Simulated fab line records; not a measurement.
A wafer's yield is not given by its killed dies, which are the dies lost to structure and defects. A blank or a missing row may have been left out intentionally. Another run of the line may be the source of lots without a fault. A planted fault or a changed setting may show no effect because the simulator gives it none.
Matching of chambers ; flow nandHarc ; 4 sister chambers for NHARC_P_STI_DESCUM_14 on rieDiel-04
The step chemistry O2, time 3 s. 14 wafers are shown with their chamber, then 6 later ones without.

## EACH WAFER AND ITS CHAMBER
wafer;chamber;drypumpMotorCurrentA (A);oesProductAu (a.u.);throttleValvePct (%)
L122.1;0;5.5;0.973;11.302
L122.2;3;5.5;1.000;11.324
L122.5;1;5.3;1.008;11.299
L124.4;2;6.3;1.029;11.306
L124.5;3;5.5;1.008;11.338
L124.6;2;6.3;1.019;11.298
L125.1;0;5.5;0.973;11.318
L125.2;1;5.2;1.003;11.319
L125.5;1;5.3;1.005;11.328
L126.2;2;6.3;1.021;11.317
L126.3;1;5.2;1.001;11.325
L126.6;1;5.2;0.995;11.325
L128.1;2;6.3;1.020;11.309
L128.3;0;5.5;0.981;11.313

SIGNATURES (averages over the wafers above)
reading;chamber 0;chamber 1;chamber 2;chamber 3;scatter within a chamber
drypumpMotorCurrentA;5.500;5.240;6.300;5.500;0.0346
oesProductAu;0.97567;1.00240;1.02225;1.00400;0.00482
throttleValvePct;11.31100;11.31920;11.30750;11.33100;0.00985
Rule: a wafer's distance from a chamber is the root of the sum, over the readings, of the square of ((its reading less the chamber's mean) divided by the reading's scatter). The wafer belongs to the nearest chamber; if the next one is less than 2 further off, it can't be placed. The scatter: take each reading less its chamber's mean, square it, sum over the shown wafers, divide by the number of wafers less the number of chambers, and take the root.

## WAFERS WHOSE CHAMBER IS MISSING
wafer;drypumpMotorCurrentA (A);oesProductAu (a.u.);throttleValvePct (%)
L128.5;5.2;1.007;11.304
L133.1;5.3;1.002;11.296
L133.3;5.5;0.973;11.315
L133.6;5.5;1.013;11.296
L138.2;5.5;1.011;11.313
L138.6;5.5;0.992;11.307

## THE CHAMBER EACH PASSED THROUGH
wafer;from the rows above;in truth
L128.5;1;1
L133.1;1;1
L133.3;0;0
L133.6;3;3
L138.2;3;3
L138.6;can't be placed: 0 or 3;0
5 of 6 placed correctly. Cannot be placed on the basis of these rows: 1; the candidates contain the true chamber in 1. 0 placed wrongly.
